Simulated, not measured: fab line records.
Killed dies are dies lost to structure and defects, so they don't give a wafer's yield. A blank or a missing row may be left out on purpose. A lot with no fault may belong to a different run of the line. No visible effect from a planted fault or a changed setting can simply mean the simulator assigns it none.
fab line records	flow n5-finfet
record: lots: 6	wafers: 18	last-day: 20
route steps=1938 shown DUMMY_GATE@247 SPACER0@258 BEOL_M4@1111 PASSIVATION@1936
lots with no fault: from the same line, run without faults
start-h: the number of hours between the record's first day and the start of the first shown wafer of the lot	wait-h: hours from the lot's prior step to this one	" the same as in the row above	L1.1+2: one row covering several wafers at once	- either no value or no given start	* or withheld: withheld	< > ~ a bound
route shown NAME@n: NAME is a module with steps in the file, n the number in the route of the first one	usual: mean/standard deviation of fault-free wafers	same: alike in all rows	chamber/n: place in a boat	sites: each site's reading	_std_site: the standard deviation of these	_edge_site: the outer-site mean with the inner-site mean subtracted	radius-mm: for every site, how far away it sits from the centre of the wafer	mask NAME#n: copy n	behind: the last tool/chamber to shape the wafer	hold: why the lot was held/for how many hours/how that ended	device: the n, p or np transistor that did not switch	end of line: tests run on the same wafers once the route is complete	a step with no rows: only its recipe	killed: dies lost to structure and defects at the first sort, not the wafer's yield	map: a wafer's dies, x killed, . not, _ none there
set.NAME: the setting the step ran with; set.NAME@STEP: the setting that earlier step ran with	model.NAME: the simulator's own value behind a step, which no gauge read
lots at selected steps of the route; one table per step, one row per wafer
services: from which hour (start-h, from the record's first day; less than 0 if before it) a tool's chamber was out of use, for how many hours, and why
== steps ==
step: N5_DUMMY_GATE_ETCH_23
recipe: chemistry: HBr/Cl2/O2	HBr_flow_sccm: 150	Cl2_flow_sccm: 80	O2_flow_sccm: 12	bias-w: 102	target-depth-a: 410	time-s: 22.3	target: poly-Si	mask-material: SiO2	pressure-mtorr: 10	icp-w: 800
usual: HBr_flow_sccm: 149.9/0.46	drypump-motor-current-A: 5.7/0.45	oes-product-au: 0.995/0.019	throttle-valve-pct: 37.22/0.22
lot.wafer	tool	chamber	start-h	wait-h	HBr_flow_sccm	drypump-motor-current-A	oes-product-au	rf-hours-counter-h	throttle-valve-pct
L240.2	rie-si-02	1	52.39	0.0	150.5	6.2	0.997	6	37.29
L240.3	"	3	"	"	150.1	6.1	0.974	38	37.35
L240.6	"	2	"	"	149.7	5.3	0.998	-	37.03
L249.1	rie-si-06	3	109.33	0.0	149.3	5.4	0.998	71	36.92
L249.4	"	0	"	"	149.9	6.0	0.999	187	37.10
L249.6	"	0	"	"	149.6	6.0	0.993	-	37.10
L254.1	rie-si-02	3	139.78	0.0	149.6	6.0	0.962	40	37.35
L254.2	"	0	"	"	149.7	6.3	1.001	12	36.94
L254.5	"	0	"	"	149.8	6.3	1.007	-	36.94
L255.2	rie-si-06	1	144.27	0.0	150.1	6.2	0.992	163	37.57
L255.3	"	2	"	"	150.4	5.2	0.982	52	37.73
L255.4	"	0	"	"	149.9	5.9	1.004	187	37.11
L259.1	rie-si-02	2	167.11	0.0	150.2	5.3	1.004	187	37.03
L259.3	"	1	"	"	150.1	6.2	1.002	8	37.29
L259.6	"	3	"	"	150.8	6.0	0.980	-	37.35
L262.3	rie-si-06	3	187.40	0.0	149.9	5.4	0.984	73	36.93
L262.4	"	2	"	"	149.8	5.2	0.972	53	37.74
L262.6	"	1	"	"	149.4	6.2	0.973	-	37.59
step: N5_DUMMY_GATE_ETCH_44
recipe: chemistry: HBr/O2	over-etch-frac: 0.7	target-depth-a: 1275	stop-on: SiO2	ion-energy-ev: 60	bias-w: 20	target: poly-Si	mask-material: SiO2	pressure-mtorr: 20	icp-w: 400	HBr_flow_sccm: 120	O2_flow_sccm: 10
usual: HBr_flow_sccm: 120.0/0.38	drypump-motor-current-A: 5.7/0.45	oes-product-au: 0.725/0.013	throttle-valve-pct: 18.52/0.13
lot.wafer	tool	chamber	start-h	wait-h	HBr_flow_sccm	drypump-motor-current-A	oes-product-au	rf-hours-counter-h	throttle-valve-pct
L240.2	rie-si-02	1	52.44	0.0	120.1	6.2	0.727	6	18.55
L240.3	"	3	"	"	119.6	6.1	0.710	38	18.57
L240.6	"	2	"	"	120.3	5.3	0.721	-	18.38
L249.1	rie-si-06	3	109.39	0.0	119.5	5.4	0.746	71	18.38
L249.4	"	0	"	"	119.6	5.9	0.743	187	18.51
L249.6	"	0	"	"	119.5	5.9	0.737	-	18.51
L254.1	rie-si-02	3	139.83	0.0	119.5	6.0	0.700	40	18.58
L254.2	"	0	"	"	119.1	6.3	0.730	12	18.35
L254.5	"	0	"	"	119.8	6.3	0.728	-	18.36
L255.2	rie-si-06	1	144.32	0.0	119.6	6.2	0.721	163	18.76
L255.3	"	2	"	"	119.9	5.2	0.713	52	18.93
L255.4	"	0	"	"	120.0	5.9	0.731	187	18.50
L259.1	rie-si-02	2	167.17	0.0	119.6	5.3	0.726	187	18.37
L259.3	"	1	"	"	120.0	6.1	0.715	8	18.54
L259.6	"	3	"	"	120.8	6.0	0.710	-	18.59
L262.3	rie-si-06	3	187.46	0.0	119.5	5.4	0.719	73	18.39
L262.4	"	2	"	"	119.6	5.2	0.718	53	18.94
L262.6	"	1	"	"	120.2	6.3	0.709	-	18.77
step: N5_DUMMY_GATE_CD_MEAS_24
recipe: target-cd-nm: 15
usual: cd-nm: 15.0/0.32
lot.wafer	tool	chamber	start-h	wait-h	cd-nm
L240.2	cd-sem-01	-	52.56	0.1	14.8
L240.3	"	-	"	"	14.9
L240.6	"	-	"	"	15.1
L249.1	cd-sem-01	-	109.50	0.1	14.9
L249.4	"	-	"	"	15.3
L249.6	"	-	"	"	14.7
L254.1	cd-sem-02	-	139.94	0.1	14.9
L254.2	"	-	"	"	15.0
L254.5	"	-	"	"	15.1
L255.2	cd-sem-02	-	144.44	0.1	14.9
L255.3	"	-	"	"	14.5
L255.4	"	-	"	"	15.5
L259.1	cd-sem-03	-	167.28	0.1	14.8
L259.3	"	-	"	"	14.7
L259.6	"	-	"	"	15.1
L262.3	cd-sem-02	-	187.57	0.1	15.2
L262.4	"	-	"	"	15.2
L262.6	"	-	"	"	14.8
step: N5_DUMMY_GATE_ETCH_42
recipe: chemistry: CHF3/O2	target: SiO2	target-depth-a: 35	time-s: 31	ion-energy-ev: 30	bias-w: 12	pressure-mtorr: 30	source-w: 600	Ar_flow_sccm: 200	CHF3_flow_sccm: 50	O2_flow_sccm: 5
usual: drypump-motor-current-A: 5.8/0.46	oes-product-au: 0.80/0.072	rf-vpp-V: 42.5/0.92	showerhead-plenum-p-Torr: 2.43/0.071	throttle-valve-pct: 18.61/0.18
lot.wafer	tool	chamber	start-h	wait-h	drypump-motor-current-A	oes-product-au	rf-hours-counter-h	rf-vpp-V	showerhead-plenum-p-Torr	throttle-valve-pct
L240.2	rie-diel-05	2	52.72	0.2	5.3	0.66	251	41.5	2.37	18.94
L240.3	"	1	"	"	6.0	0.78	113	41.1	2.42	18.46
L240.6	"	1	"	"	6.0	0.78	-	42.3	2.42	18.43
L249.1	rie-diel-05	3	109.55	0.0	5.8	0.77	123	42.7	2.51	18.40
L249.4	"	0	"	"	5.0	0.78	142	44.2	2.51	18.61
L249.6	"	3	"	"	5.8	0.78	-	41.2	2.51	18.40
L254.1	rie-diel-05	2	140.00	0.1	5.3	0.94	18	43.9	2.37	18.58
L254.2	"	3	"	"	5.8	0.76	132	42.7	2.51	18.41
L254.5	"	2	"	"	5.3	0.93	-	41.3	2.37	18.57
L255.2	rie-diel-02	1	144.48	0.0	6.4	0.92	18	41.4	2.57	18.66
L255.3	"	3	"	"	4.8	0.85	54	42.4	2.34	18.44
L255.4	"	0	"	"	5.8	0.82	85	42.7	2.44	18.41
L259.1	rie-diel-02	2	167.35	0.1	6.1	0.85	57	43.4	2.45	18.83
L259.3	"	1	"	"	6.4	0.91	24	43.6	2.57	18.66
L259.6	"	1	"	"	6.4	0.90	-	43.1	2.57	18.67
L262.3	rie-diel-02	0	187.61	0.0	5.8	0.80	99	41.1	2.44	18.43
L262.4	"	1	"	"	6.4	0.89	-	42.6	2.56	18.68
L262.6	"	0	"	"	5.8	0.80	-	42.9	2.44	18.42
step: N5_DUMMY_GATE_STRIP_48
recipe: chemistry: N2/H2	time-s: 20	power-w: 100	temp-c: 40	pressure-mtorr: 100	rf-frequency-hz: 6e+07	bias-power-w: 3	n2-flow-sccm: 300	h2-flow-sccm: 300
usual: bias-power-w: 3.001/0.0095	drypump-motor-current-A: 5.8/0.46	h2-flow-sccm: 299.9/0.88	oes-product-au: 0.81/0.072	rf-vpp-V: 45.4/0.84	showerhead-plenum-p-Torr: 3.40/0.1	throttle-valve-pct: 12.03/0.19
lot.wafer	tool	chamber	start-h	wait-h	bias-power-w	drypump-motor-current-A	h2-flow-sccm	oes-product-au	rf-hours-counter-h	rf-vpp-V	showerhead-plenum-p-Torr	throttle-valve-pct
L240.2	rie-diel-05	2	52.77	0.0	3.007	5.3	299.8	0.67	251	44.5	3.33	12.48
L240.3	"	1	"	"	2.995	6.0	300.5	0.79	113	46.1	3.38	11.82
L240.6	"	1	"	"	3.003	6.0	300.8	0.79	-	45.6	3.38	11.82
L249.1	rie-diel-05	3	109.59	0.0	2.971	5.8	299.9	0.79	123	46.3	3.53	11.91
L249.4	"	0	"	"	2.997	5.0	299.6	0.78	142	44.7	3.53	12.03
L249.6	"	3	"	"	2.995	5.8	300.0	0.78	-	45.7	3.53	11.91
L254.1	rie-diel-05	2	140.05	0.0	3.011	5.3	300.3	0.93	18	46.4	3.32	11.90
L254.2	"	3	"	"	3.009	5.8	299.6	0.78	132	44.5	3.53	11.93
L254.5	"	2	"	"	3.018	5.3	300.0	0.93	-	45.8	3.32	11.91
L255.2	rie-diel-02	1	144.53	0.0	3.006	6.4	301.5	0.91	18	44.2	3.59	11.99
L255.3	"	3	"	"	3.003	4.7	298.5	0.84	54	44.4	3.30	11.87
L255.4	"	0	"	"	2.992	5.8	299.8	0.82	85	45.3	3.41	11.76
L259.1	rie-diel-02	2	167.40	0.0	2.986	6.1	299.7	0.83	57	44.9	3.43	12.12
L259.3	"	1	"	"	3.001	6.4	299.0	0.90	24	45.3	3.58	12.03
L259.6	"	1	"	"	3.015	6.4	300.9	0.90	-	45.9	3.58	12.01
L262.3	rie-diel-02	0	187.66	0.0	2.998	5.8	299.6	0.81	99	45.8	3.40	11.80
L262.4	"	1	"	"	3.003	6.4	300.1	0.87	-	44.7	3.58	12.03
L262.6	"	0	"	"	2.995	5.8	300.0	0.81	-	45.8	3.40	11.81
step: N5_DUMMY_GATE_PRECLEAN_33
recipe: chemistry: dHF	time-s: 10	dilution: 750:1	temp-c: 25
step: N5_DUMMY_GATE_PRECLEAN_25
recipe: chemistry: O3/DIW	time-s: 45	temp-c: 22	o3-ppm: 10
step: N5_DUMMY_GATE_PRECLEAN_51
recipe: chemistry: SC2	time-s: 45	temp-c: 35	mix: 1:1:50
step: N5_DUMMY_GATE_SRD_26
recipe: dry: ipa-marangoni	time-s: 30	temp-c: 23	rinse-liquid: diw
step: N5_DUMMY_GATE_UV_OZONE_45
recipe: time-s: 120	pressure-torr: 760	temp-c: 25
step: N5_DUMMY_GATE_INSPECT_27
recipe: inspect-instrument: brightfield	mode: aei
usual: raw-defect-count: 302/98
lot.wafer	tool	chamber	start-h	wait-h	raw-defect-count
L240.2	defect-inspect-02	-	52.95	0.0	247
L240.3	"	-	"	"	321
L240.6	"	-	"	"	253
L249.1	defect-inspect-01	-	109.79	0.0	167
L249.4	"	-	"	"	207
L249.6	"	-	"	"	147
L254.1	defect-inspect-01	-	140.23	0.0	206
L254.2	"	-	"	"	236
L254.5	"	-	"	"	201
L255.2	defect-inspect-01	-	144.72	0.0	249
L255.3	"	-	"	"	385
L255.4	"	-	"	"	390
L259.1	defect-inspect-02	-	167.59	0.0	315
L259.3	"	-	"	"	179
L259.6	"	-	"	"	235
L262.3	defect-inspect-02	-	187.85	0.0	304
L262.4	"	-	"	"	521
L262.6	"	-	"	"	365
step: N5_SPACER0_ALD_07
recipe: material: SiNx	target-thk-a: 20	temp-c: 400	ald-precursor-family: SiH2I2	ald-co-reactant: N2/H2-plasma	pressure-torr: 2
usual: chamber-pressure-Torr: 2.001/0.0045	heater-power-outer-w: 503/49	heater-power-w: 829/67
lot.wafer	tool	chamber	start-h	wait-h	chamber-pressure-Torr	heater-power-outer-w	heater-power-w
L240.2	ald-sin-04	3	53.51	0.6	2.003	509	930
L240.3	"	0	"	"	2.001	402	710
L240.6	"	0	"	"	2.006	403	718
L249.1	ald-sin-04	2	110.19	0.4	2.007	563	877
L249.4	"	1	"	"	2.003	563	900
L249.6	"	2	"	"	1.996	551	858
L254.1	ald-sin-04	3	140.27	0.0	2.004	503	917
L254.2	"	0	"	"	1.999	408	712
L254.5	"	2	"	"	2.004	568	851
L255.2	ald-sin-04	3	144.75	0.0	1.998	519	909
L255.3	"	2	"	"	2.001	549	850
L255.4	"	1	"	"	2.010	556	913
L259.1	ald-sin-02	2	167.62	0.0	1.985	499	821
L259.3	"	1	"	"	1.997	488	838
L259.6	"	2	"	"	1.994	498	797
L262.3	ald-sin-04	1	189.18	1.3	1.996	564	863
L262.4	"	3	"	"	1.998	523	930
L262.6	"	3	"	"	1.994	516	936
step: N5_SPACER0_ALD_00
recipe: material: SiOCN	target-thk-a: 35	temp-c: 400	ald-precursor-family: alkyl-aminosilane	ald-co-reactant: O2/N2-plasma	pulse-time-s: 3	purge-time-s: 2	co-reactant-purge-time-s: 2	ald-cycles: 58	pressure-torr: 2
usual: ald-cycles: 58/0	chamber-pressure-Torr: 2.000/0.0044	heater-power-w: 827/69	precursor-pulse-height-rel: 0.998/0.021
lot.wafer	tool	chamber	start-h	wait-h	ald-cycles	chamber-pressure-Torr	heater-power-w	precursor-pulse-height-rel
L240.2	ald-sin-04	3	53.66	0.1	58	1.999	893	1.019
L240.3	"	0	"	"	58	2.000	701	1.004
L240.6	"	0	"	"	58	1.997	698	0.981
L249.1	ald-sin-04	2	110.34	0.1	58	1.995	877	1.001
L249.4	"	1	"	"	58	1.997	903	1.008
L249.6	"	2	"	"	58	2.000	847	0.967
L254.1	ald-sin-04	3	140.42	0.1	-	-	-	-
L254.2	"	0	"	"	-	-	-	-
L254.5	"	2	"	"	-	-	-	-
L255.2	ald-sin-04	3	144.91	0.1	-	-	-	-
L255.3	"	2	"	"	-	-	-	-
L255.4	"	1	"	"	-	-	-	-
L259.1	ald-sin-02	2	167.77	0.1	58	2.004	814	1.005
L259.3	"	1	"	"	58	2.000	812	0.990
L259.6	"	2	"	"	58	1.999	830	1.001
L262.3	ald-sin-04	1	189.34	0.1	58	2.001	877	1.018
L262.4	"	3	"	"	58	2.005	891	1.028
L262.6	"	3	"	"	58	2.005	922	1.027
step: N5_SPACER0_ALD_08
recipe: material: SiNx	target-thk-a: 20	temp-c: 400	ald-precursor-family: SiH2I2	ald-co-reactant: N2/H2-plasma	pressure-torr: 2
step: N5_BEOL_M4_RC_MEAS_101
usual: DIBL_N: 36.6/1.1	DIBL_P: 36.8/1.6	IOFF_N: 0.169/0.024	IOFF_P: 0.206/0.028	ION_N: 679/9.2	ION_P: 462/7	SS_N: 71.6/0.57	SS_P: 73.3/0.57	VT_N: 248.8/2.4	VT_P: -251/3
lot.wafer	tool	chamber	start-h	wait-h	DIBL_N[mV/V]	DIBL_P[mV/V]	IOFF_N[nA/um]	IOFF_P[nA/um]	ION_N[uA/um]	ION_P[uA/um]	SS_N[mV/dec]	SS_P[mV/dec]	VT_N[mV]	VT_P[mV]
L240.2	prober-01	0	201.41	0.2	37.1	37.3	0.182	0.215	673	456	72.2	74.1	248.4	-249
L240.3	"	0	"	"	34.8	34.9	0.143	0.182	679	459	71.5	73.5	248.1	-255
L240.6	"	0	"	"	36.6	37.7	0.185	0.224	687	465	72.3	74.0	247.1	-252
L249.1	prober-02	0	263.74	0.0	34.5	34.4	0.133	0.174	670	454	71.6	72.3	251.2	-254
L249.4	"	0	"	"	35.8	36.5	0.156	0.206	673	461	71.6	72.8	250.4	-250
L249.6	"	0	"	"	36.5	36.8	0.169	0.212	685	468	71.8	73.0	247.2	-250
L259.1	prober-02	0	316.46	0.0	36.1	37.7	0.166	0.222	677	468	72.3	73.6	247.9	-248
L259.3	"	0	"	"	37.3	39.7	0.203	0.260	688	474	72.5	73.6	246.2	-248
L259.6	"	0	"	"	35.8	37.5	0.171	0.219	680	468	71.8	73.1	249.5	-252
L262.3	prober-02	0	349.34	0.3	36.7	38.0	0.161	0.190	692	461	71.1	73.1	252.2	-254
L262.4	"	0	"	"	35.4	36.6	0.131	0.168	671	458	71.0	72.6	254.1	-255
L262.6	"	0	"	"	37.7	39.6	0.175	0.218	678	462	72.5	73.6	247.5	-250
step: N5_PASSIVATION_PROBE_49
usual: defect-limited-yield: 91.1/1.5	killed_at_M0_to_M3: 36/11	killed_at_M4_up: 14/5.6	killed-at-contacts: 11/5.6	killed-at-front-end: 40/12	killed-at-other: 4/3.2	killed-dies: 105/17	killed-open: 69/12	killed-short: 34/8.4	sort_bin_5_function: 5.2/0.95	sort_bin_6_memory: 3.3/0.63	sort-n-pass: 1075/17	sort-yield-pct: 91.1/1.5
same: gross-dies: 1180	killed-at-back-side: 0	sort_bin_4_leakage[%]: 0	sort_bin_8_speed[%]: 0
lot.wafer	tool	chamber	start-h	wait-h	defect-limited-yield[%]	killed_at_M0_to_M3	killed_at_M4_up	killed-at-contacts	killed-at-front-end	killed-at-other	killed-dies	killed-open	killed-short	sort_bin_5_function[%]	sort_bin_6_memory[%]	sort-n-pass	sort-yield-pct[%]
L240.2	prober-01	-	324.12	0.1	89.3	46	22	15	38	5	126	84	37	6.1	4.3	1054	89.3
L240.3	prober-01	-	324.17	0.1	89.7	51	13	10	43	4	121	79	41	5.7	4.2	1059	89.7
L240.6	prober-01	-	324.32	0.3	89.3	53	11	5	52	5	126	87	36	7.0	3.3	1054	89.3
L249.1	prober-01	-	367.42	0.0	90.2	33	23	11	46	3	116	72	43	5.8	3.5	1064	90.2
L249.4	prober-01	-	367.57	0.2	90.4	64	11	6	27	5	113	77	36	5.3	4.2	1067	90.4
L249.6	prober-01	-	367.67	0.3	94.1	35	7	7	20	1	70	55	14	3.1	2.5	1110	94.1
L259.1	prober-01	-	426.47	0.0	92.6	23	11	13	37	3	87	55	28	3.6	3.1	1093	92.6
L259.3	prober-01	-	426.57	0.1	93.0	33	9	7	31	3	83	52	30	4.1	2.7	1097	93.0
L259.6	prober-01	-	426.72	0.3	92.6	36	9	15	26	1	87	69	17	4.7	2.6	1093	92.6
L262.3	prober-01	-	468.58	0.1	91.5	40	18	9	31	2	100	75	21	5.2	3.1	1080	91.5
L262.4	prober-01	-	468.63	0.2	90.5	64	15	4	25	4	112	68	42	5.2	3.9	1068	90.5
L262.6	prober-01	-	468.73	0.3	87.0	71	16	16	41	9	153	108	45	8.1	4.4	1027	87.0
killed by level:class
L240.2 MOL_CONTACT_COAG:geometric-particle:open=13 BEOL_M2:geometric-particle:open=10 BEOL_M0_SAQP:geometric-particle:open=10 BEOL_M0_SAQP:geometric-particle:short=8 DUMMY_GATE:geometric-particle:open=7 FIN_SAQP:geometric-particle:open=6 FIN_SAQP:geometric-particle:short=6 BEOL_M4:geometric-particle:open=6
L240.3 FIN_SAQP:geometric-particle:short=10 MOL_CONTACT_COAG:geometric-particle:open=9 BEOL_M3:geometric-particle:open=8 BEOL_M0_SAQP:geometric-particle:short=8 BEOL_M2:geometric-particle:open=8 BEOL_M4:geometric-particle:open=8 STI_FIN_REVEAL:geometric-particle:open=7 DUMMY_GATE:geometric-particle:open=7
L240.6 FIN_SAQP:geometric-particle:open=17 BEOL_M2:geometric-particle:open=12 FIN_SAQP:geometric-particle:short=11 BEOL_M3:geometric-particle:open=11 BEOL_M0_SAQP:geometric-particle:open=9 BEOL_M0_SAQP:geometric-particle:short=7 MOL_CONTACT_COAG:geometric-particle:open=5 DUMMY_GATE:geometric-particle:open=4
L249.1 FIN_SAQP:geometric-particle:short=12 MOL_CONTACT_COAG:geometric-particle:open=10 FIN_SAQP:geometric-particle:open=9 BEOL_M3:geometric-particle:open=9 BEOL_M0_SAQP:geometric-particle:short=7 BEOL_M4:geometric-particle:open=7 BEOL_M2:geometric-particle:open=6 BEOL_M4:geometric-particle:short=5
L249.4 BEOL_M3:geometric-particle:open=13 BEOL_M2:geometric-particle:open=12 BEOL_M1:geometric-particle:open=10 BEOL_M0_SAQP:geometric-particle:short=10 FIN_SAQP:geometric-particle:open=9 FIN_SAQP:geometric-particle:short=8 BEOL_M0_SAQP:geometric-particle:open=6 MOL_CONTACT_COAG:geometric-particle:open=5
L249.6 BEOL_M1:geometric-particle:open=10 BEOL_M2:geometric-particle:open=8 MOL_CONTACT_COAG:geometric-particle:open=7 STARTING-WAFER:geometric-particle:open=5 BEOL_M0:geometric-particle:open=4 BEOL_M3:geometric-particle:open=4 FIN_CUT:geometric-particle:open=3 BEOL_M0_SAQP:geometric-particle:short=3
L259.1 FIN_SAQP:geometric-particle:short=11 MOL_CONTACT_COAG:geometric-particle:open=11 FIN_SAQP:geometric-particle:open=10 BEOL_M2:geometric-particle:open=6 BEOL_M2:geometric-particle:short=4 BEOL_M3:geometric-particle:open=4 BEOL_M4:geometric-particle:open=4 DUMMY_GATE:geometric-particle:open=3
L259.3 FIN_SAQP:geometric-particle:short=6 MOL_CONTACT_COAG:geometric-particle:open=6 STARTING-WAFER:geometric-particle:short=6 BEOL_M3:geometric-particle:open=6 BEOL_M0_SAQP:geometric-particle:short=5 BEOL_M1:geometric-particle:open=5 BEOL_M2:geometric-particle:open=5 BEOL_M0:geometric-particle:open=4
L259.6 MOL_CONTACT_COAG:geometric-particle:open=14 BEOL_M0:geometric-particle:open=10 BEOL_M1:geometric-particle:open=7 BEOL_M2:geometric-particle:open=7 BEOL_M0_SAQP:geometric-particle:open=6 FIN_SAQP:geometric-particle:open=5 GATE_CUT:geometric-particle:short=5 BEOL_M0_SAQP:geometric-particle:short=5
L262.3 BEOL_M0_SAQP:geometric-particle:open=11 FIN_SAQP:geometric-particle:open=8 MOL_CONTACT_COAG:geometric-particle:open=8 BEOL_M2:geometric-particle:open=8 BEOL_M4:geometric-particle:open=7 BEOL_M0_SAQP:geometric-particle:short=5 BEOL_M3:geometric-particle:open=5 BEOL_M8:geometric-particle:open=5
L262.4 BEOL_M0_SAQP:geometric-particle:short=15 BEOL_M2:geometric-particle:open=12 BEOL_M0_SAQP:geometric-particle:open=9 BEOL_M3:geometric-particle:open=8 STI_FIN_REVEAL:geometric-particle:open=5 BEOL_M1:geometric-particle:open=5 BEOL_M4:geometric-particle:open=5 FIN_SAQP:geometric-particle:open=4
L262.6 BEOL_M2:geometric-particle:open=15 MOL_CONTACT_COAG:geometric-particle:open=14 BEOL_M3:geometric-particle:open=14 BEOL_M0_SAQP:geometric-particle:short=12 BEOL_M0_SAQP:geometric-particle:open=11 FIN_SAQP:geometric-particle:open=9 BEOL_M1:geometric-particle:open=9 FIN_SAQP:geometric-particle:short=6
== services ==
tool	chamber	start-h	hours	kind
ald-sin-04	-	44.97	2.8	pm
rie-diel-05	0	46.17	9.6	repair
rie-diel-02	3	47.28	15.7	repair
rie-diel-05	2	55.74	-	clean
rie-diel-05	2	55.74	-	consumable-replace:focus-ring
rie-diel-05	2	55.74	18.1	scheduled-down
rie-diel-05	2	55.74	18.1	vent-cycle
ald-sin-02	2	74.33	6.8	repair
rie-diel-02	0	96.26	6.7	repair
rie-diel-02	-	97.17	0.2	repair
ald-sin-02	-	97.52	6.0	pm
rie-diel-02	-	112.60	2.8	pm
rie-si-06	1	120.58	5.2	repair
rie-si-06	0	137.74	3.3	repair
rie-si-06	2	151.38	4.6	repair
rie-diel-02	3	173.20	15.3	repair
ald-sin-02	-	177.90	14.0	pm
ald-sin-02	0	177.90	14.0	vent-cycle
ald-sin-02	1	177.90	14.0	vent-cycle
ald-sin-02	2	177.90	14.0	vent-cycle
ald-sin-02	3	177.90	14.0	vent-cycle
== key ==
first-sign: step: N5_SPACER0_ALD_00	reading: tool-record	direction: missing
effect none on later readings
met-at N5_SPACER0_ALD_00
struck-wafers L254.1,L254.2,L254.5,L255.2,L255.3,L255.4
rows-end L254.1,L254.2,L254.5,L255.2,L255.3,L255.4
onset-between 110.34 140.42
fault: kind: skipped-step-whole	tool: ald-sin-04	chamber: -	onset-h: 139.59	steps: N5_SPACER0_ALD_00	scope: struck-lots-only
rows-end: these wafers met a further fault down the route, and their rows from its step on are left out
